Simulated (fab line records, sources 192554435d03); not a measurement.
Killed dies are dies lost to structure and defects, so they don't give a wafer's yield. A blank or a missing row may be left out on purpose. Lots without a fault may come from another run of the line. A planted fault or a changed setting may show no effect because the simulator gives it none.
Split-lot experiment | flow n5_finfet | 7 lots, 39 wafers read, on a route of 1938 steps

THE SPLIT
At N5_HKMG_FIN_ETCH_54 (etches SiARC in CF4, target depth 45.5 nm, time 75.8 s), the setting bias_w was moved away from the recipe's 36 W on 18 of the 39 wafers read, by -17.6% to +16.3%. The other wafers ran this setting at the recipe's value.

The reading is taken at the split's own step.

THE READING
rf_vpp_V, in V, at N5_HKMG_FIN_ETCH_54 (etches SiARC in CF4, target depth 45.5 nm, time 75.8 s). Fault-free wafers of this fab line usually give 183.8 V, standard deviation 1.1 V.

wafer  | tool, chamber at the split | bias_w as run, W | against the recipe | rf_vpp_V, V | against lot-mates on the recipe
L076.1 | rie_diel-04, 0             | 32.05            | -11.0%             | 169.4       | -15.0
L076.2 | rie_diel-04, 1             | 32.05            | -11.0%             | 170.2       | -14.2
L076.3 | rie_diel-04, 2             | 32.05            | -11.0%             | 170.1       | -14.3
L076.4 | rie_diel-04, 3             | 36               | recipe             | 185.6       | -
L076.5 | rie_diel-04, 2             | 36               | recipe             | 182.9       | -
L076.6 | rie_diel-04, 1             | 36               | recipe             | 184.8       | -
L077.1 | rie_diel-03, 0             | 39.14            | +8.7%              | 193.6       | +9.6
L077.2 | rie_diel-03, 3             | 39.14            | +8.7%              | 192.9       | +8.9
L077.3 | rie_diel-03, 1             | 36               | recipe             | 183.9       | -
L077.4 | rie_diel-03, 2             | 36               | recipe             | 184.4       | -
L077.5 | rie_diel-03, 1             | 39.14            | +8.7%              | 194.3       | +10.3
L077.6 | rie_diel-03, 2             | 36               | recipe             | 183.7       | -
L078.1 | rie_diel-04, 0             | 30.53            | -15.2%             | 164.8       | -18.6
L078.2 | rie_diel-04, 3             | 36               | recipe             | 183.6       | -
L078.3 | rie_diel-04, 2             | 36               | recipe             | 182.3       | -
L078.4 | rie_diel-04, 1             | 36               | recipe             | 184.2       | -
L078.5 | rie_diel-04, 1             | 30.53            | -15.2%             | 165.0       | -18.4
L078.6 | rie_diel-04, 2             | 30.53            | -15.2%             | 164.3       | -19.1
L080.1 | rie_diel-02, 1             | 41.86            | +16.3%             | 204.8       | +21.3
L080.2 | rie_diel-02, 2             | 41.86            | +16.3%             | 204.6       | +21.1
L080.3 | rie_diel-02, 3             | 36               | recipe             | 185.0       | -
L080.4 | rie_diel-02, 0             | 36               | recipe             | 181.5       | -
L080.5 | rie_diel-02, 1             | 36               | recipe             | 184.1       | -
L080.6 | rie_diel-02, 0             | 41.86            | +16.3%             | 201.4       | +17.9
L085.1 | rie_diel-04, 0             | 31.75            | -11.8%             | 167.5       | -16.2
L085.2 | rie_diel-04, 1             | 31.75            | -11.8%             | 169.9       | -13.8
L085.3 | rie_diel-04, 3             | 31.75            | -11.8%             | 171.3       | -12.4
L085.4 | rie_diel-04, 2             | 36               | recipe             | 182.8       | -
L085.5 | rie_diel-04, 2             | 36               | recipe             | 183.2       | -
L085.6 | rie_diel-04, 3             | 36               | recipe             | 185.0       | -
L087.1 | rie_diel-04, 3             | 36               | recipe             | 184.0       | -
L087.2 | rie_diel-04, 0             | 36               | recipe             | 183.1       | -
L087.6 | rie_diel-04, 1             | 36               | recipe             | 183.4       | -
L092.1 | rie_diel-02, 0             | 36               | recipe             | 184.0       | -
L092.2 | rie_diel-02, 2             | 29.66            | -17.6%             | 163.1       | -20.1
L092.3 | rie_diel-02, 1             | 29.66            | -17.6%             | 162.4       | -20.8
L092.4 | rie_diel-02, 3             | 36               | recipe             | 183.1       | -
L092.5 | rie_diel-02, 1             | 29.66            | -17.6%             | 163.8       | -19.4
L092.6 | rie_diel-02, 0             | 36               | recipe             | 182.5       | -

THE FIT
A straight line over all 39 wafers: rf_vpp_V changes by +1.21 V for each +1% of bias_w; r = +1.00; the points scatter about the line by 1.1 V.
The same after taking each lot's own level away (the mean of its wafers on the recipe; 39 wafers): +1.2 V for each +1%; r = +1.00; scatter 1.1 V.
On that fit, the largest move of bias_w shifts the reading by 21 V.
The lots' own levels span 183.20 to 184.43 V, that is 1.1 times the standard deviation above.
So the lot-to-lot level changes the slope little: the two slopes agree.
Check: with one of the wafers moved furthest among these (-17.6%) left out of the fit, the line predicts -21.4 V for it against its lot-mates. It came out at -20.1 V against them.
Tool readings at the split's step, against how far the setting was moved: rf_vpp_V r = +1.00.

THE FILE'S OWN FIT
rf_vpp_V changes by +1.2 V for each +1% of bias_w, r = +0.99.
